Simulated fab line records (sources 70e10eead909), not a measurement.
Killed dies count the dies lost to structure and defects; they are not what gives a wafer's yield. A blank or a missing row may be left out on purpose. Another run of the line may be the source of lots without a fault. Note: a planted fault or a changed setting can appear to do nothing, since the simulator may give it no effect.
fab line records	flow nand-harc
[record] lots = 6	wafers = 17	last-day = 33
route steps=1302 shown A_WL_FILL@953 END@1302
lots that met no fault: from a run of the same line without faults
start-h: start of the lot's first displayed wafer, in hours after the record's first day	wait-h: how many hours have passed since the lot's step before this one	" unchanged from the row above	L1.1+2: a row that stands for several wafers	- no value, or no start was given	* or withheld: withheld	< > ~ a bound
route shown NAME@n: NAME is a module with steps in the file, n the number in the route of the first one	usual: mean and standard deviation over wafers with no fault	same: alike in all rows	chamber/n: place in a boat	sites: the reading at each site	_std_site: the values' standard deviation	_edge_site: the outer-site mean with the inner-site mean subtracted	radius-mm: how far each site lies from the wafer's centre	mask NAME#n: copy n	behind: the last tool/chamber to shape the wafer	hold: the reason the lot was held/the length of the hold in hours/how it ended	device: the n, p or np transistor that did not switch	end of line: the tests these same wafers got at the end of their route	a step given without rows: its recipe and nothing more	killed: dies that structure and defects cost at the first sort, which is not the same as the wafer's yield	map: the dies of a wafer, with x for killed, . for not killed, _ for no die there
set.NAME: the setting that was run; set.NAME@STEP: the one run at that earlier step	model.NAME: the simulator's own value behind a step, which no gauge read
a table for each step, a row for each wafer; lots at some steps of the route
services: a tool's chamber out of use, with start hour (start-h, from the record's first day; less than 0 if before it), hours out, and reason
[[steps]]
[step NHARC_A_WL_FILL_RTA_01]
[recipe] temp-c = 1000	time-s = 5
[step NHARC_A_WL_FILL_ALD_02]
[recipe] target-thk-a = 20	pulse-time-s = 3	ald-cycles = 100	temp-c = 450	material = TiN
[step NHARC_A_WL_FILL_CVD_03]
[recipe] target-thk-a = 400	temp-c = 300	pressure-torr = 40	wf6-flow-sccm = 40	h2-flow-sccm = 1600	ar-flow-sccm = 1560	time-s = 279	material = W
[usual] heater-power-w = 462/39	throttle-valve-pct = 7.90/0.22
lot.wafer	tool	chamber	start-h	wait-h	heater-power-w	since-wet-clean-h	throttle-valve-pct
L454.2	cvd-w-01	0	494.27	0.1	460	115	7.60
L454.3	"	1	"	"	402	-	7.67
L454.4	"	0	"	"	467	-	7.65
L455.2	cvd-w-02	1	500.41	0.1	462	37	8.09
L455.3	"	0	"	"	516	-	7.95
L458.2	cvd-w-02	1	527.15	0.1	467	64	8.01
L458.4	"	1	"	"	457	-	7.83
L458.5	"	0	"	"	516	-	8.12
L466.2	cvd-w-02	1	604.54	0.1	455	142	8.28
L466.1	"	0	"	"	528	142	8.49
L466.4	"	0	"	"	523	-	7.98
L472.3	cvd-w-02	1	660.08	0.2	453	-	7.51
L472.4	"	0	"	"	518	-	8.17
L472.6	"	0	"	"	521	-	7.93
L473.2	cvd-w-01	1	675.57	0.1	399	115	7.78
L473.4	"	0	"	"	470	-	7.58
L473.5	"	0	"	"	484	-	7.89
[step NHARC_A_WL_FILL_ETCHBACK_04]
[recipe] target-depth-a = 600	time-s = 120	chemistry = NF3
[usual] drypump-motor-current-A = 5.8/0.46	oes-product-au = 0.996/0.0074
lot.wafer	tool	chamber	start-h	wait-h	drypump-motor-current-A	oes-product-au	rf-hours-counter-h
L454.2	rie-metal-01	1	494.62	0.3	6.0	0.996	1.5
L454.3	"	0	"	"	5.1	0.992	-
L454.4	"	1	"	"	6.0	0.989	-
L455.2	rie-metal-03	1	500.79	0.3	5.4	0.999	2.0
L455.3	"	0	"	"	6.6	0.978	-
L458.2	rie-metal-02	1	527.56	0.4	5.9	0.991	1.2
L458.4	"	0	"	"	5.6	0.990	-
L458.5	"	0	"	"	5.6	0.987	-
L466.1	rie-metal-03	1	604.92	0.3	5.4	0.996	1.5
L466.2	"	0	"	"	6.5	0.992	1.5
L466.4	"	1	"	"	5.4	0.998	-
L472.4	rie-metal-02	1	660.42	0.2	5.9	0.997	-
L472.3	"	0	"	"	5.6	0.991	-
L472.6	"	0	"	"	5.6	0.995	-
L473.2	rie-metal-03	1	675.94	0.3	5.4	1.000	2.9
L473.4	"	0	"	"	6.5	0.995	-
L473.5	"	0	"	"	6.5	0.989	-
[step NHARC_A_WL_FILL_ETCHBACK_05]
[recipe] target-depth-a = 220	time-s = 60	temp-c = 40	chemistry = Cl2/BCl3
[usual] drypump-motor-current-A = 5.8/0.46	oes-product-au = 0.996/0.0068
lot.wafer	tool	chamber	start-h	wait-h	drypump-motor-current-A	oes-product-au	rf-hours-counter-h
L454.2	rie-metal-01	0	494.85	0.2	5.1	0.995	1.6
L454.3	"	1	"	"	6.0	0.993	-
L454.4	"	0	"	"	5.1	1.004	-
L455.2	rie-metal-03	0	501.03	0.2	6.5	0.995	2.6
L455.3	"	0	"	"	6.5	0.987	-
L458.2	rie-metal-02	0	527.77	0.2	5.6	0.999	1.4
L458.4	"	0	"	"	5.6	0.998	-
L458.5	"	0	"	"	5.6	0.980	-
L466.1	rie-metal-03	0	605.16	0.2	6.5	0.989	1.6
L466.2	"	1	"	"	5.4	1.003	1.6
L466.4	"	0	"	"	6.5	0.994	-
L472.4	rie-metal-02	1	660.62	0.2	5.9	0.997	-
L472.3	"	0	"	"	5.6	0.988	-
L472.6	"	1	"	"	5.9	0.998	-
L473.2	rie-metal-03	1	676.16	0.2	5.4	0.997	3.0
L473.4	"	1	"	"	5.4	0.995	-
L473.5	"	1	"	"	5.4	1.006	-
[step NHARC_A_WL_FILL_STRIP_27]
[recipe] power-w = 1500	temp-c = 250	time-s = 20	chemistry = N2/H2
[usual] drypump-motor-current-A = 5.9/0.31	heater-power-w = 333/22
lot.wafer	tool	chamber	start-h	wait-h	drypump-motor-current-A	heater-power-w	rf-hours-counter-h
L454.2	plasma-asher-01	1	495.00	0.1	6.1	354	29
L454.4	"	0	"	"	6.0	367	-
L454.3	"	1	"	"	6.1	359	-
L455.2	plasma-asher-02	1	501.19	0.1	5.4	313	12
L455.3	"	0	"	"	6.2	321	-
L458.2	plasma-asher-02	1	528.04	0.3	5.4	311	17
L458.4	"	1	"	"	5.4	310	-
L458.5	"	1	"	"	5.4	329	-
L466.2	plasma-asher-01	0	606.03	0.8	6.0	351	17
L466.1	"	1	"	"	6.1	368	17
L466.4	"	0	"	"	6.0	350	-
L472.4	plasma-asher-02	1	660.78	0.1	5.4	325	-
L472.3	"	0	"	"	6.2	312	-
L472.6	"	1	"	"	5.4	318	-
L473.2	plasma-asher-01	0	676.28	0.1	6.0	356	32
L473.4	"	0	"	"	6.0	343	-
L473.5	"	0	"	"	6.0	352	-
[step NHARC_A_WL_FILL_STRIP_28]
[recipe] time-s = 1200	temp-c = 72.5	chemistry = post-etch-residue-remover
[step NHARC_A_WL_FILL_PRECLEAN_06]
[recipe] time-s = 300	chemistry = DIW
[step NHARC_A_WL_FILL_SRD_07]
[step NHARC_A_WL_FILL_ANNEAL_08]
[recipe] temp-c = 450	time-s = 1800
[step NHARC_A_WL_FILL_ALD_10]
[recipe] target-thk-a = 500	pulse-time-s = 10	ald-cycles = 500	temp-c = 300	material = SiO2
[usual] ald-cycles = 500/0	heater-power-w = 483/53	precursor-pulse-height-rel = 0.999/0.019
lot.wafer	tool	chamber	start-h	wait-h	ald-cycles	heater-power-w	precursor-pulse-height-rel	since-wet-clean-h
L454.2	ald-hk-04	3	498.20	0.1	500	584	0.990	52
L454.3	"	0	"	"	500	452	0.982	52
L454.4	"	1	"	"	500	498	1.011	53
L455.2	ald-hk-04	2	506.95	0.6	471	493	0.992	60
L455.3	"	0	507.97	1.6	500	448	1.012	61
L458.4	ald-hk-04	0	533.78	0.6	471	450	0.985	87
L458.2	"	1	"	"	471	474	1.024	88
L458.5	"	0	535.83	2.6	500	447	1.010	-
L466.4	ald-hk-04	1	610.94	0.1	500	497	0.985	164
L466.2	"	2	"	"	500	513	0.982	165
L466.1	"	0	612.48	1.6	500	451	0.986	166
L472.3	ald-hk-02	3	666.61	0.7	500	477	0.973	126
L472.4	"	0	"	"	500	454	0.993	127
L472.6	"	3	668.70	2.7	500	475	1.011	-
L473.4	ald-hk-02	3	681.67	0.6	500	466	0.989	141
L473.2	"	0	"	"	500	464	0.995	142
L473.5	"	2	683.21	2.1	500	400	0.962	-
[step NHARC_A_WL_FILL_ETCHBACK_16]
[recipe] target-depth-a = 1200	time-s = 24	c4f8-flow-sccm = withheld	o2-flow-sccm = 8	ar-flow-sccm = withheld	rf-w = 600	bias-w = 800	chemistry = C4F8/O2/Ar
[usual] oes-product-au = 0.985/0.026	rf-vpp-V = 721/3.8
lot.wafer	tool	chamber	start-h	wait-h	oes-product-au	rf-hours-counter-h	rf-vpp-V
L454.2	rie-diel-08	1	-	-	0.986	3.3	722
L454.4	"	2	"	"	0.976	3.5	715
L454.3	"	0	"	"	0.983	3.7	724
L455.2	rie-diel-06	1	-	-	0.996	0.8	723
L455.3	"	3	"	"	1.002	0.8	719
L458.2	rie-diel-11	3	-	-	1.001	4.9	724
L458.4	"	0	"	"	1.004	6.3	724
L458.5	"	1	"	"	0.998	-	721
L466.4	rie-diel-08	2	-	-	0.986	2.1	717
L466.2	"	3	"	"	0.989	1.6	722
L466.1	"	0	"	"	1.014	2.2	722
L472.4	rie-diel-08	1	-	-	1.002	3.0	725
L472.3	"	3	"	"	0.995	2.8	720
L472.6	"	1	"	"	1.008	-	723
L473.2	rie-diel-08	2	-	-	0.964	3.4	717
L473.4	"	3	"	"	0.967	2.9	721
L473.5	"	1	"	"	0.972	-	723
[step NHARC_END_SORT_01]
[recipe] temp-c = 25
[usual] killed-at-array = 46/15	killed-at-other = 0.8/1.1	killed-at-periphery = 4.0/2.9	killed-dies = 50/15	killed-open = 3.2/1.8	killed-short = 2.3/1.6
[same] gross-dies = 677
lot.wafer	tool	chamber	start-h	wait-h	killed-at-array	killed-at-other	killed-at-periphery	killed-dies	killed-open	killed-short
L455.2	prober-01	0	593.89	2.8	31	1	5	37	1	3
L455.3	prober-01	0	594.70	3.1	33	3	5	41	1	2
L458.2	prober-01	0	624.99	2.8	33	1	7	41	2	2
L458.4	prober-01	0	626.58	3.4	44	0	8	52	4	1
L458.5	prober-01	0	627.37	3.7	41	2	6	49	2	3
L466.1	prober-02	0	706.29	2.6	50	1	2	53	3	1
L466.2	prober-02	0	707.09	2.8	54	1	0	55	3	3
L466.4	prober-02	0	708.68	3.4	46	0	1	47	3	1
L472.3	prober-01	0	763.58	3.1	28	1	7	36	2	1
L472.4	prober-01	0	764.37	3.4	35	0	5	40	3	2
L472.6	prober-01	0	765.94	3.9	33	1	5	39	5	2
// killed by level:class
L455.2 A_CHANNEL_HOLE_D2:chamber-film-flake=17 P_GATE:chamber-film-flake=3 A_STAIRCASE:chamber-film-flake=3 A_CHANNEL_FILL_D2:geometric-particle:short=2 A_CHANNEL_FILL_D2:chamber-film-flake=2 A_ONON_D1:geometric-particle:short=1 A_CHANNEL_HOLE_D1:geometric-particle:open=1 P_ZERO_WELL:chamber-film-flake=1
L455.3 A_CHANNEL_HOLE_D2:chamber-film-flake=17 A_STAIRCASE:chamber-film-flake=4 P_ZERO_WELL:chamber-film-flake=3 A_CHANNEL_HOLE_D1:chamber-film-flake=3 A_CHANNEL_FILL_D2:chamber-film-flake=2 THIN_TSV:chamber-film-flake=2 A_CHANNEL_FILL_D2:geometric-particle:short=1 A_M0:geometric-particle:open=1
L458.2 A_SLIT:chamber-film-flake=14 A_CHANNEL_HOLE_D2:chamber-film-flake=5 A_CONTACT:chamber-film-flake=4 P_ZERO_WELL:chamber-film-flake=2 P_BONDPAD:chamber-film-flake=2 A_CHANNEL_HOLE_D1:chamber-film-flake=2 A_DECK1_JOINT:chamber-film-flake=2 A_STAIRCASE:chamber-film-flake=2
L458.4 A_SLIT:chamber-film-flake=19 A_CHANNEL_HOLE_D2:chamber-film-flake=7 A_STAIRCASE:chamber-film-flake=6 A_CONTACT:chamber-film-flake=4 A_CHANNEL_HOLE_D1:chamber-film-flake=3 P_GATE:chamber-film-flake=2 P_CONTACT:geometric-particle:short=1 P_M0:geometric-particle:open=1
L458.5 A_SLIT:chamber-film-flake=14 A_STAIRCASE:chamber-film-flake=9 A_CHANNEL_HOLE_D2:chamber-film-flake=5 A_CONTACT:chamber-film-flake=5 A_DECK1_JOINT:geometric-particle:short=2 P_BONDPAD:chamber-film-flake=2 A_CHANNEL_HOLE_D1:chamber-film-flake=2 THIN_TSV:chamber-film-flake=2
L466.1 A_SLIT:chamber-film-flake=19 A_CHANNEL_HOLE_D2:chamber-film-flake=11 A_CONTACT:chamber-film-flake=8 A_CHANNEL_HOLE_D1:chamber-film-flake=7 A_STAIRCASE:chamber-film-flake=2 P_M0:geometric-particle:open=1 P_M1:geometric-particle:open=1 A_CHANNEL_FILL_D1:geometric-particle:short=1
L466.2 A_SLIT:chamber-film-flake=21 A_CHANNEL_HOLE_D2:chamber-film-flake=9 A_CONTACT:chamber-film-flake=9 A_CHANNEL_HOLE_D1:chamber-film-flake=7 A_CHANNEL_HOLE_D1:geometric-particle:short=2 A_DECK1_JOINT:geometric-particle:open=1 A_CHANNEL_FILL_D2:geometric-particle:short=1 A_CHANNEL_FILL_D2:geometric-particle:open=1
L466.4 A_SLIT:chamber-film-flake=23 A_CONTACT:chamber-film-flake=7 A_CHANNEL_HOLE_D2:chamber-film-flake=6 A_CHANNEL_HOLE_D1:chamber-film-flake=4 A_STAIRCASE:chamber-film-flake=2 P_STI:geometric-particle:short=1 A_ONON_D1:geometric-particle:open=1 A_CHANNEL_FILL_D2:geometric-particle:open=1
L472.3 A_CHANNEL_HOLE_D1:chamber-film-flake=10 A_SLIT:chamber-film-flake=6 P_CONTACT:chamber-film-flake=4 A_SGD_CUT:chamber-film-flake=3 A_WL_FILL:chamber-film-flake=3 A_CONTACT:chamber-film-flake=2 P_M0:geometric-particle:open=1 A_CHANNEL_FILL_D1:geometric-particle:open=1
L472.4 A_CHANNEL_HOLE_D1:chamber-film-flake=14 A_CONTACT:chamber-film-flake=4 A_STAIRCASE:chamber-film-flake=3 A_WL_FILL:chamber-film-flake=3 P_GATE:chamber-film-flake=2 A_SGD_CUT:chamber-film-flake=2 A_M1:chamber-film-flake=2 A_SLIT:chamber-film-flake=2
L472.6 A_CHANNEL_HOLE_D1:chamber-film-flake=13 A_SLIT:chamber-film-flake=4 A_CONTACT:chamber-film-flake=4 A_ONON_D1:geometric-particle:open=2 P_CONTACT:chamber-film-flake=2 A_STAIRCASE:chamber-film-flake=2 A_M1:chamber-film-flake=2 P_CONTACT:geometric-particle:open=1
[[services]]
tool	chamber	start-h	hours	kind
rie-metal-03	0	478.90	17.4	repair
rie-metal-01	-	485.04	1.9	repair
plasma-asher-02	-	496.43	4.6	repair
plasma-asher-02	-	505.61	1.3	repair
rie-metal-03	-	519.00	9.0	pm
plasma-asher-01	-	519.44	9.0	pm
ald-hk-02	-	531.35	10.0	pm
rie-metal-02	-	537.93	0.4	repair
rie-diel-08	3	542.31	17.6	repair
rie-diel-08	-	544.80	9.0	pm
cvd-w-01	-	547.51	13.0	pm
ald-hk-02	-	554.60	1.1	repair
rie-metal-01	-	575.00	9.0	pm
plasma-asher-02	-	603.80	9.0	pm
ald-hk-04	-	615.59	10.0	pm
rie-metal-02	-	631.00	9.0	pm
cvd-w-02	-	631.06	13.0	pm
ald-hk-04	-	635.20	1.0	repair
rie-metal-01	1	641.15	6.8	repair
cvd-w-02	-	651.29	0.5	repair
rie-metal-02	0	654.59	4.5	repair
rie-metal-03	0	661.21	2.1	repair
rie-diel-08	0	676.31	1.3	repair
cvd-w-01	1	683.97	17.3	repair
[[key]]
[first-sign] step = NHARC_A_WL_FILL_ALD_10	reading = ald-cycles	direction = down	sigmas = 99+	usual = 500	struck = 471
effect none on later readings
met-at NHARC_A_WL_FILL_ALD_10
struck-wafers L455.2,L458.2,L458.4
tester-left-out L455,L458
onset-between 498.20 506.95
[fault] kind = process-parameter-drift	tool = ald-hk-04	chamber = -	onset-h = 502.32	steps = NHARC_A_WL_FILL_ALD_10	channel = ald-cycles	offset = -29	shape = step	end-h = 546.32	scope = struck-wafers-only	acts-in = these-recipes-only	stated = 500
// tester-left-out: of these lots the tester's yield and bins aren't shown, on N5 and GAA mostly nor the transistor test; their killed dies are dies lost to structure and defects alone, not to doping, threshold or leakage, so they don't give the yield
